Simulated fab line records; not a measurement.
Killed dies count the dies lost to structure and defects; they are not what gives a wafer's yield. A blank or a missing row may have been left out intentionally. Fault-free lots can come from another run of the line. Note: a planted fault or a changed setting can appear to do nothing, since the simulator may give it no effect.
Split-lot trial || flow n5 finfet || route with 1938 steps; 7 lots, 21 wafers read

== SPLIT DETAILS ==
At N5_BEOL_M10_COAT_60 (time 60 s, resist thk 30 nm), the setting spin rpm was moved away from the recipe's 1500 rpm on 4 of the 21 wafers read, by -5.5% to +3.8%. All remaining wafers had this setting at the recipe value.

== FROM THE SPLIT TO THE READING: what the file shows between them, 4 steps ==
- N5_BEOL_M10_COAT_05: resist thk 90 nm (also split here: spin rpm)
- N5_BEOL_M10_EBR_07
- N5_BEOL_M10_SOFTBAKE_06: time 60 s
- N5_BEOL_M10_DESCUM_16: chemistry O2, time 7.9 s

== THE READING ==
etch.depth nm (the simulator's own value, which no gauge read), in nm, at N5_BEOL_M10_ETCH_61 (etches SiARC in CF4, target depth 39 nm, time 65 s). There is no usual value for it anywhere in the file. The 17 wafers here that ran the recipe average 29.98 nm, standard deviation 0.057 nm.

{"wafer": "L076.1", "tool, chamber at the split": "litho track-03, 0", "spin rpm as run, rpm": 1557, "against the recipe": "+3.8%", "etch.depth nm, nm": 29.44, "against lot-mates on the recipe": -0.57}
{"wafer": "L076.2", "tool, chamber at the split": "litho track-03, 0", "spin rpm as run, rpm": 1557, "against the recipe": "+3.8%", "etch.depth nm, nm": 29.47, "against lot-mates on the recipe": -0.54}
{"wafer": "L076.5", "tool, chamber at the split": "litho track-03, 0", "spin rpm as run, rpm": 1500, "against the recipe": "recipe", "etch.depth nm, nm": 30.01, "against lot-mates on the recipe": "-"}
{"wafer": "L080.3", "tool, chamber at the split": "litho track-03, 0", "spin rpm as run, rpm": 1500, "against the recipe": "recipe", "etch.depth nm, nm": 29.92, "against lot-mates on the recipe": "-"}
{"wafer": "L080.5", "tool, chamber at the split": "litho track-03, 0", "spin rpm as run, rpm": 1500, "against the recipe": "recipe", "etch.depth nm, nm": 29.9, "against lot-mates on the recipe": "-"}
{"wafer": "L080.6", "tool, chamber at the split": "litho track-03, 0", "spin rpm as run, rpm": 1500, "against the recipe": "recipe", "etch.depth nm, nm": 29.95, "against lot-mates on the recipe": "-"}
{"wafer": "L088.2", "tool, chamber at the split": "litho track-02, 0", "spin rpm as run, rpm": 1500, "against the recipe": "recipe", "etch.depth nm, nm": 29.94, "against lot-mates on the recipe": "-"}
{"wafer": "L088.5", "tool, chamber at the split": "litho track-02, 0", "spin rpm as run, rpm": 1417, "against the recipe": "-5.5%", "etch.depth nm, nm": 30.81, "against lot-mates on the recipe": "+0.87"}
{"wafer": "L088.6", "tool, chamber at the split": "litho track-02, 0", "spin rpm as run, rpm": 1417, "against the recipe": "-5.5%", "etch.depth nm, nm": 30.85, "against lot-mates on the recipe": "+0.91"}
{"wafer": "L089.2", "tool, chamber at the split": "litho track-02, 0", "spin rpm as run, rpm": 1500, "against the recipe": "recipe", "etch.depth nm, nm": 30, "against lot-mates on the recipe": "-"}
{"wafer": "L089.5", "tool, chamber at the split": "litho track-02, 0", "spin rpm as run, rpm": 1500, "against the recipe": "recipe", "etch.depth nm, nm": 29.93, "against lot-mates on the recipe": "-"}
{"wafer": "L089.6", "tool, chamber at the split": "litho track-02, 0", "spin rpm as run, rpm": 1500, "against the recipe": "recipe", "etch.depth nm, nm": 30.05, "against lot-mates on the recipe": "-"}
{"wafer": "L092.1", "tool, chamber at the split": "litho track-01, 0", "spin rpm as run, rpm": 1500, "against the recipe": "recipe", "etch.depth nm, nm": 29.92, "against lot-mates on the recipe": "-"}
{"wafer": "L092.3", "tool, chamber at the split": "litho track-01, 0", "spin rpm as run, rpm": 1500, "against the recipe": "recipe", "etch.depth nm, nm": 30, "against lot-mates on the recipe": "-"}
{"wafer": "L092.4", "tool, chamber at the split": "litho track-01, 0", "spin rpm as run, rpm": 1500, "against the recipe": "recipe", "etch.depth nm, nm": 30.03, "against lot-mates on the recipe": "-"}
{"wafer": "L095.1", "tool, chamber at the split": "litho track-01, 0", "spin rpm as run, rpm": 1500, "against the recipe": "recipe", "etch.depth nm, nm": 29.97, "against lot-mates on the recipe": "-"}
{"wafer": "L095.4", "tool, chamber at the split": "litho track-01, 0", "spin rpm as run, rpm": 1500, "against the recipe": "recipe", "etch.depth nm, nm": 29.97, "against lot-mates on the recipe": "-"}
{"wafer": "L095.6", "tool, chamber at the split": "litho track-01, 0", "spin rpm as run, rpm": 1500, "against the recipe": "recipe", "etch.depth nm, nm": 29.92, "against lot-mates on the recipe": "-"}
{"wafer": "L097.2", "tool, chamber at the split": "litho track-03, 0", "spin rpm as run, rpm": 1500, "against the recipe": "recipe", "etch.depth nm, nm": 30.03, "against lot-mates on the recipe": "-"}
{"wafer": "L097.3", "tool, chamber at the split": "litho track-03, 0", "spin rpm as run, rpm": 1500, "against the recipe": "recipe", "etch.depth nm, nm": 30.12, "against lot-mates on the recipe": "-"}
{"wafer": "L097.6", "tool, chamber at the split": "litho track-03, 0", "spin rpm as run, rpm": 1500, "against the recipe": "recipe", "etch.depth nm, nm": 30.01, "against lot-mates on the recipe": "-"}

THE FIT
A straight line over all 21 wafers: etch.depth nm changes by -0.148 nm for each +1% of spin rpm; r = -0.99; the points scatter about the line by 0.056 nm.
The same after taking each lot's own level away (the mean of its wafers on the recipe; 21 wafers): -0.156 nm for each +1%; r = -0.99; scatter 0.039 nm.
That fit puts the effect of the largest move of spin rpm on the reading at 0.86 nm.
Across the lots, their own levels run from 29.923 to 30.053 nm, a range of 2.3 times the standard deviation given above.
Consequently the slope shifts little with the lot-to-lot level, the two slopes agreeing.
Check: with one of the wafers moved furthest among these (-5.5%) left out of the fit, the line predicts +0.868 nm for it against its lot-mates. It came out at +0.87 nm against them.

== THE OTHER SPLITS THESE WAFERS WENT THROUGH ==
These wafers also went through other splits before the reading. Each is held against what the fit with the lots' levels taken away leaves over:
{"other split on the same wafers": "N5_BEOL_M10_COAT_05 spin rpm", "wafers away from the commonest value": 8, "r with etch.depth nm (lot level and that fit taken away)": -0.01}

== THE WHOLE CHAIN: every reading that the file lists as answering this split, in the file's order ==
{"step": "N5_BEOL_M10_COAT_60", "what it does": "time 60 s, resist thk 30 nm", "reading": "SiARC_of_BEOL_M10_COAT_60.thk nm (the simulator's own value, which no gauge read)", "change (the file's fit)": "-0.149 nm for each +1% of the setting", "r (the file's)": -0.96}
{"step": "N5_BEOL_M10_ETCH_61", "what it does": "etches SiARC in CF4, target depth 39 nm, time 65 s", "reading": "etch.depth nm (the simulator's own value, which no gauge read)", "change (the file's fit)": "-0.156 nm for each +1% of the setting", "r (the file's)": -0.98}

== FILE'S OWN FIT ==
etch.depth nm changes by -0.156 nm for each +1% of spin rpm, r = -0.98.
